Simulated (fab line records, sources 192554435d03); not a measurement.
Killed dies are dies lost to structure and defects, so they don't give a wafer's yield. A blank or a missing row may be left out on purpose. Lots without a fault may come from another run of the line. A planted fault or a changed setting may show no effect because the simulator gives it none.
A struck lot beside a sound one | flow n5_finfet | 16 steps out of a route of 1938
Sound: wafers L646.1, L646.3, L646.6. Struck: wafer L663.4. (L663.3 of the same lot was not struck and is left out.) The cause comes at the end.
At each step with rows: each side's tool, then ch and its chambers, then its first start. Under that, the readings that differ: sound wafers | struck wafers | difference of the means | sigmas: that difference in standard deviations of wafers without a fault.
alike: readings whose means differ by less than 2 such deviations, and words and numbers that are the same on both sides. not compared: withheld readings, readings that some wafer has no value for, bounds like >300 that may hide the same value, and numbers for which the record gives no deviation and whose values overlap.
The two part at a step that has a row with sigmas, a row that says differs or no value, or rows on one side only. Numbers that don't overlap but have no deviation are shown without sigmas and don't part them. A reading that every wafer of one side lacks parts them only if that side has two wafers or more.

first, 7 steps without rows for these wafers: N5_BEOL_M4_COAT_76 (time 60 s, resist thk 5 nm); N5_BEOL_M4_COAT_22 (resist thk 30 nm); N5_BEOL_M4_EBR_24; N5_BEOL_M4_SOFTBAKE_23 (time 60 s); N5_BEOL_M4_EXPOSE_25 (exposes mask V3, defocus 5 nm); N5_BEOL_M4_PEB_26 (peb time 60 s); N5_BEOL_M4_DEVELOP_27 (develop time 30 s).
N5_BEOL_M4_CD_MEAS_28: target cd 26.2 nm, target cd y 24.1 nm.
  sound on cd_sem-01 ch 0, day 9 12:49; struck on cd_sem-02 ch 0, day 13 08:24
  alike: cd_nm
N5_BEOL_M4_OVL_MEAS_29:
  sound on overlay-02 ch 0, day 9 12:51; struck on overlay-02 ch 0, day 13 08:26
  alike: V3_OVL
N5_BEOL_M4_INSPECT_30: inspects for defects (brightfield).
  sound on defect_inspect-02, day 9 12:55; struck on defect_inspect-02, day 13 08:29
  alike: raw_defect_count
N5_BEOL_M4_DESCUM_33: chemistry O2, time 7 s.
  sound on rie_diel-04 ch 0,2,3, day 9 12:58; struck on rie_diel-01 ch 2, day 13 08:31
  alike: drypump_motor_current_A, o2_flow_sccm, oes_product_au, rf_fwd_power_W, rf_vpp_V, showerhead_plenum_p_Torr, temp_c, throttle_valve_pct
  not compared: rf_hours_counter_h
N5_BEOL_M4_ETCH_77: etches underlayer in N2/H2, target depth 6.5 nm, time 5.2 s.
  sound on rie_diel-04 ch 0,2,3, day 9 12:59; struck on rie_diel-01 ch 2, day 13 08:33
  alike: drypump_motor_current_A, etch_rf_on_time_s, oes_product_au, rf_fwd_power_W, rf_vpp_V, showerhead_plenum_p_Torr, throttle_valve_pct
  not compared: rf_hours_counter_h
N5_BEOL_M4_ETCH_69: etches SiARC in CF4, target depth 15.6 nm, time 26 s.
  sound on rie_diel-04 ch 0,2,3, day 9 13:01; struck on rie_diel-01 ch 2, day 13 08:34
  reading               | sound          | struck | difference | sigmas
  etch_rf_on_time_s (s) | 25.0 26.3 26.3 | 18.8   | -7.1       | -10
  oes_product_au (a.u.) | 0.77 0.59 0.73 | 0.97   | +0.27      | +4
  alike: drypump_motor_current_A, rf_fwd_power_W, rf_vpp_V, showerhead_plenum_p_Torr, throttle_valve_pct
  not compared: rf_hours_counter_h
N5_BEOL_M4_ALD_98: deposits SiO2, target thk 2.5 nm, pulse time 1 s, co reactant pulse time 1 s.
  sound on ald_sin-01 ch 0,1,3, day 9 13:05; struck on ald_sin-01 ch 3, day 13 08:39
  alike: heater_power_w, precursor_pulse_height_rel
  not compared: since_wet_clean_h
N5_BEOL_M4_RC_MEAS_101:
  sound on prober-02 ch 0, day 11 10:16; struck on prober-01 ch 0, day 14 00:39
  alike: DIBL_N, DIBL_P, IOFF_N, IOFF_P, ION_N, ION_P, SS_N, SS_P, VT_N, VT_P
-- the record jumps here: 4 days lie between the struck wafers' starts before and after (it left off in module BEOL_M4 and takes up again in module PASSIVATION, whose first step shown is number 1936 of the route) --
N5_PASSIVATION_PROBE_49:
  the record has rows for the struck wafers here (prober-01, day 18 09:44) and none for the sound ones

WHERE THEY PART
First at N5_BEOL_M4_ETCH_69; last, within this record, at N5_PASSIVATION_PROBE_49.

WHY: what the simulator had put in
Process parameter drift: rie_diel-01, from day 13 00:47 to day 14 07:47, at N5_BEOL_M4_ETCH_69. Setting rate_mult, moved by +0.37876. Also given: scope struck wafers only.
